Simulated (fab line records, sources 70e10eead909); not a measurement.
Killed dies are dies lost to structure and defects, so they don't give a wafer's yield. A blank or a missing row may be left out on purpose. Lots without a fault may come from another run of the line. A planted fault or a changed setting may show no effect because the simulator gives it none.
A struck lot beside a sound one | flow nand_harc | 20 steps out of a route of 1302
Sound: wafers L664.1, L664.2, L664.6. Struck: wafers L667.1, L667.2, L667.6. The cause comes at the end.
At each step with rows: each side's tool, then ch and its chambers, then its first start. Under that, the readings that differ: sound wafers | struck wafers | difference of the means | sigmas: that difference in standard deviations of wafers without a fault.
alike: readings whose means differ by less than 2 such deviations, and words and numbers that are the same on both sides. not compared: withheld readings, readings that some wafer has no value for, bounds like >300 that may hide the same value, and numbers for which the record gives no deviation and whose values overlap.
The two part at a step that has a row with sigmas, a row that says differs or no value, or rows on one side only. Numbers that don't overlap but have no deviation are shown without sigmas and don't part them. A reading that every wafer of one side lacks parts them only if that side has two wafers or more.

NHARC_A_ZERO_WELL_DESCUM_12: chemistry O2, time 3 s.
  sound on rie_diel-06 ch 1,3, day 9 04:42; struck on rie_diel-06 ch 0,1, day 10 17:33
  alike: drypump_motor_current_A, oes_product_au, rf_vpp_V, showerhead_plenum_p_Torr, throttle_valve_pct
  not compared: rf_hours_counter_h
NHARC_A_ZERO_WELL_ETCH_19: etches the open film in N2/H2, target depth 80 nm, overetch 24 nm, time 87.88 s.
  sound on rie_diel-06 ch 0,2, day 9 04:46; struck on rie_diel-06 ch 1,2, day 10 17:38
  alike: drypump_motor_current_A, oes_product_au, rf_vpp_V, showerhead_plenum_p_Torr, throttle_valve_pct
  not compared: rf_hours_counter_h
NHARC_A_ZERO_WELL_ETCH_13: etches the open film in HBr/Cl2, target depth 120 nm, time 40.1 s.
  sound on rie_si-06 ch 0,1, day 9 04:53; struck on rie_si-03 ch 0,3, day 10 17:46
  alike: drypump_motor_current_A, oes_product_au, throttle_valve_pct
  not compared: rf_hours_counter_h
then, 4 steps without rows for these wafers: NHARC_A_ZERO_WELL_STRIP_14 (strips in SPM, time 900 s); NHARC_A_ZERO_WELL_IMPLANT_15; NHARC_A_ZERO_WELL_PRECLEAN_22 (cleans in SC1, time 60 s); NHARC_A_ZERO_WELL_SRD_23.
NHARC_A_ZERO_WELL_RTA_16: time 10 s.
  sound on rtp_anneal-02 ch 0, day 9 05:48; struck on rtp_anneal-01 ch 0, day 10 18:45
  reading             | sound          | struck         | difference | sigmas
  lamp_power_pct (%)  | 36.7 36.7 36.7 | 31.0 31.0 31.1 | -5.7       | -2
  lamp_zone_2_pct (%) | 36.7 36.8 36.7 | 31.0 31.0 31.0 | -5.7       | -2
  alike: wafer_temp_C_max
NHARC_A_ZERO_WELL_INSPECT_17:
  sound on defect_inspect-02, day 9 06:00; struck on defect_inspect-01, day 10 18:57
  reading          | sound  | struck   | difference | sigmas
  raw_defect_count | 6 4 10 | 28 26 13 | +16        | +3
then, 2 steps without rows for these wafers: NHARC_A_SOURCE_PLATE_PRECLEAN_00 (cleans in HF-LAST, time 60 s); NHARC_A_SOURCE_PLATE_SRD_01.
NHARC_A_SOURCE_PLATE_OXIDE_02: material SiO2, target thk 10 nm, ox time 1362 s.
  sound on furnace-01 ch 0, day 9 07:17; struck on furnace-04 ch 0, day 10 22:06
  reading            | sound             | struck            | difference | sigmas
  spike_tc_top_C (C) | 915.3 913.5 913.4 | 908.2 907.2 907.7 | -6.4       | -2
NHARC_A_SOURCE_PLATE_THK_MEAS_09: measures by ellipsometry.
  sound on film_metro-01, day 9 11:20; struck on film_metro-01, day 11 02:07
  alike: thk_nm
then, 3 steps without rows for these wafers: NHARC_A_SOURCE_PLATE_PVD_04 (deposits WSi2, target thk 50 nm); NHARC_A_SOURCE_PLATE_CVD_03 (deposits poly-Si, target thk 200 nm, time 4000 s); NHARC_A_SOURCE_PLATE_ANNEAL_05 (time 1800 s).
NHARC_A_SOURCE_PLATE_THK_MEAS_06: measures by ellipsometry.
  sound on film_metro-02, day 9 23:45; struck on film_metro-02, day 11 17:25
  alike: thk_nm
NHARC_A_SOURCE_PLATE_INSPECT_08:
  sound on defect_inspect-02, day 9 23:49; struck on defect_inspect-01, day 11 17:31
  reading          | sound    | struck      | difference | sigmas
  raw_defect_count | 46 22 65 | 629 622 565 | +561       | +24
then, 1 step without rows for these wafers: NHARC_A_ONON_D1_DEP_00 (target thk 1000 nm).
-- the record jumps here: 17 days lie between the struck wafers' starts before and after (it left off in module A_ONON_D1 and takes up again in module END, whose first step shown is number 1302 of the route) --
NHARC_END_SORT_01:
  sound on prober-02 ch 0, day 26 10:32; struck on prober-02 ch 0, day 28 10:23
  reading         | sound     | struck      | difference | sigmas
  killed_at_array | 77 89 101 | 418 401 380 | +311       | +15
  killed_dies     | 81 93 105 | 423 403 381 | +309       | +15
  alike: killed_at_other, killed_at_periphery, killed_open, killed_short

WHERE THEY PART
First at NHARC_A_ZERO_WELL_RTA_16; last, within this record, at NHARC_END_SORT_01.

WHY: what the simulator had put in
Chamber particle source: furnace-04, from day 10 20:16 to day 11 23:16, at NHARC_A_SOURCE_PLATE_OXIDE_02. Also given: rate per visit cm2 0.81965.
